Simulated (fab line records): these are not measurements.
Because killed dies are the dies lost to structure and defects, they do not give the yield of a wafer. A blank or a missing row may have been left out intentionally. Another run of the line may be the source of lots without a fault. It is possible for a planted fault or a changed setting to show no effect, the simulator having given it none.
Which tool is to blame? ; flow nandHarc ; 19 lots with 57 wafers sampled at 3 steps, on a route of 1302 steps

## WHAT THE GAUGES SHOWED, per wafer
NHARC_A_CONTACT_INSPECT_71. Usual: rawDefectCount 80, standard deviation 35.
lot;measured;on;rawDefectCount;flag
L075;day 22 08:16;defectInspect-02;49 47 53;
L074;day 22 08:33;defectInspect-01;125 120 105;
L076;day 22 23:11;defectInspect-01;87 93 107;
L078;day 22 23:32;defectInspect-01;107 111 118;
L077;day 23 16:47;defectInspect-02;76 72 67;
L079;day 24 11:26;defectInspect-02;79 82 86;
L081;day 25 09:01;defectInspect-01;61 53 72;
L080;day 25 12:25;defectInspect-02;107 114 107;
L082;day 25 17:50;defectInspect-02;24 27 31;
L084;day 26 08:39;defectInspect-02;11 12 11;
L085;day 26 15:30;defectInspect-01;119 143 122;
L087;day 27 03:11;defectInspect-02;61 69 54;
L089;day 27 19:20;defectInspect-02;88 96 102;
L091;day 28 00:31;defectInspect-01;100 108 92;
L090;day 28 05:43;defectInspect-02;99 91 101;
L088;day 28 08:50;defectInspect-02;65 61 62;
L094;day 30 03:53;defectInspect-02;36 38 40;
L096;day 30 15:38;defectInspect-02;31 39 39;
L097;day 31 08:50;defectInspect-02;34 44 46;

## EACH LOT AND THE TOOL THAT RAN IT (in order: tool; ch and the chambers of the sampled wafers; start)
lot;NHARC_A_CONTACT_ETCH_121;NHARC_A_CONTACT_STRIP_55
L075;harCapEtch-02 ch 0,1, day 22 01:40;rieDiel-01 ch 0,1,3, day 22 08:16 or earlier
L074;harCapEtch-03 ch 0,1, day 22 02:00;rieDiel-11 ch 0,1,2, day 22 08:33 or earlier
L076;harCapEtch-03 ch 0,1, day 22 16:32;rieDiel-11 ch 0,2,3, day 22 23:11 or earlier
L078;harCapEtch-02 ch 0,1, day 22 16:56;rieDiel-11 ch 0,1,3, day 22 23:32 or earlier
L077;harCapEtch-03 ch 0,1, day 23 08:10;rieDiel-11 ch 0,3, day 23 16:47 or earlier
L079;harCapEtch-01 ch 0, day 24 04:53;rieDiel-05 ch 0,1, day 24 11:26 or earlier
L081;harCapEtch-01 ch 0,1, day 25 00:23;rieDiel-11 ch 0,3, day 25 09:01 or earlier
L080;harCapEtch-03 ch 0,1, day 25 05:14;rieDiel-11 ch 0,2, day 25 12:25 or earlier
L082;harCapEtch-01 ch 0,1, day 25 10:18;rieDiel-11 ch 1,2,3, day 25 17:50 or earlier
L084;harCapEtch-01 ch 0,1, day 25 22:31;rieDiel-01 ch 0,1, day 26 08:39 or earlier
L085;harCapEtch-03 ch 0,1, day 26 08:54;rieDiel-05 ch 0,1,2, day 26 15:30 or earlier
L087;harCapEtch-03 ch 0,1, day 26 19:36;rieDiel-05 ch 0,1,3, day 27 03:11 or earlier
L089;harCapEtch-03 ch 0,1, day 27 11:25;rieDiel-01 ch 1,2, day 27 19:20 or earlier
L091;harCapEtch-01 ch 0,1, day 27 17:56;rieDiel-01 ch 1,2,3, day 28 00:31 or earlier
L090;harCapEtch-02 ch 0,1, day 27 19:11;rieDiel-05 ch 0,2,3, day 28 05:43 or earlier
L088;harCapEtch-03 ch 0,1, day 27 23:56;rieDiel-01 ch 0,1,3, day 28 08:50 or earlier
L094;harCapEtch-01 ch 0,1, day 29 21:11;rieDiel-11 ch 0,2,3, day 30 03:53 or earlier
L096;harCapEtch-01 ch 0,1, day 30 09:05;rieDiel-01 ch 0,3, day 30 15:38 or earlier
L097;harCapEtch-03 ch 0,1, day 31 02:06;rieDiel-05 ch 0,1,3, day 31 08:50 or earlier
- NHARC_A_CONTACT_ETCH_121: etches the open film in C4F8/O2/Ar, time 190 s, target depth 1850 nm.
- NHARC_A_CONTACT_STRIP_55: strips in O2.

## WHAT THE TOOLS THEMSELVES READ (means of the sampled wafers that have a number; where no wafer has one, the mark that the record gives instead)
NHARC_A_CONTACT_ETCH_121. Usual: chamberPressureMTorr 20.004 mTorr, standard deviation 0.018.
lot;tool;chamberPressureMTorr (mTorr);flag
L075;harCapEtch-02;20.016;
L074;harCapEtch-03;19.996;
L076;harCapEtch-03;20.004;
L078;harCapEtch-02;20.011;
L077;harCapEtch-03;20.001;
L079;harCapEtch-01;20.003;
L081;harCapEtch-01;19.987;
L080;harCapEtch-03;20.000;
L082;harCapEtch-01;20.016;
L084;harCapEtch-01;20.001;
L085;harCapEtch-03;19.990;
L087;harCapEtch-03;19.995;
L089;harCapEtch-03;20.022;
L091;harCapEtch-01;19.992;
L090;harCapEtch-02;20.008;
L088;harCapEtch-03;20.007;
L094;harCapEtch-01;19.984;
L096;harCapEtch-01;19.995;
L097;harCapEtch-03;20.012;

NHARC_A_CONTACT_STRIP_55. Usual: chamberPressureMTorr is 60.00 mTorr with standard deviation 0.055, drypumpMotorCurrentA is 5.7 A with standard deviation 0.41, mfcArSccm is 0.007 sccm with standard deviation 0.0098, oesProductAu is 1.001 a.u. with standard deviation 0.0096, rfVppV is 57.7 V with standard deviation 0.95, showerheadPlenumPTorr is 3.50 Torr with standard deviation 0.17, and throttleValvePct is 17.038 % with standard deviation 0.0095.
lot;tool;chamberPressureMTorr (mTorr);drypumpMotorCurrentA (A);mfcArSccm (sccm);oesProductAu (a.u.);rfVppV (V);showerheadPlenumPTorr (Torr);throttleValvePct (%);flag
L075;rieDiel-01;59.99;5.7;0.002;1.004;57.6;3.44;17.040;
L074;rieDiel-11;60.00;5.8;0.007;1.005;57.5;3.46;17.039;
L076;rieDiel-11;60.05;5.4;0.011;0.996;57.7;3.58;17.042;
L078;rieDiel-11;60.00;5.5;0.004;1.009;57.1;3.57;17.041;
L077;rieDiel-11;60.01;5.2;0.007;1.009;58.6;3.69;17.046;
L079;rieDiel-05;60.01;5.3;0.027;1.012;58.8;3.60;17.039;
L081;rieDiel-11;60.00;5.2;0.007;1.015;58.0;3.68;17.030;
L080;rieDiel-11;60.01;5.5;0.007;1.004;57.8;3.59;17.035;
L082;rieDiel-11;59.96;5.7;0.011;1.008;57.1;3.43;17.033;
L084;rieDiel-01;59.99;5.5;0.005;0.994;57.5;3.39;17.041;
L085;rieDiel-05;60.05;5.6;0.016;0.994;57.4;3.60;17.028;
L087;rieDiel-05;60.02;5.3;0.016;0.992;58.7;3.66;17.037;
L089;rieDiel-01;59.97;6.0;0.015;0.986;57.2;3.35;17.035;
L091;rieDiel-01;60.03;5.8;0.009;0.998;58.1;3.42;17.042;
L090;rieDiel-05;60.02;5.4;0.012;1.005;58.1;3.61;17.038;
L088;rieDiel-01;59.95;5.7;0.002;0.996;56.8;3.42;17.034;
L094;rieDiel-11;59.94;5.4;0.011;1.001;57.5;3.56;17.039;
L096;rieDiel-01;59.92;5.9;0.000;0.998;56.9;3.44;17.040;
L097;rieDiel-05;60.01;5.3;0.016;1.001;58.0;3.64;17.038;

## THE ANSWER, worked out from the rows above alone
Rule: a lot is off if the mean of its wafers that have a number lies more than 3 standard deviations from the usual mean. Also off: a lot with no number at a reading for which 4 or more lots have one. All remaining lots with rows at the step are treated as sound. Order of review: gauges by route order, followed by the tools' own readings, for which a lot's mean as printed above is used. At the first step where some lot is off, the reading lying furthest off is the one used; lots without a number count as furthest.
None of the lots is off at any reading shown; this tells nothing.

## WHAT WAS PUT IN BY THE SIMULATOR
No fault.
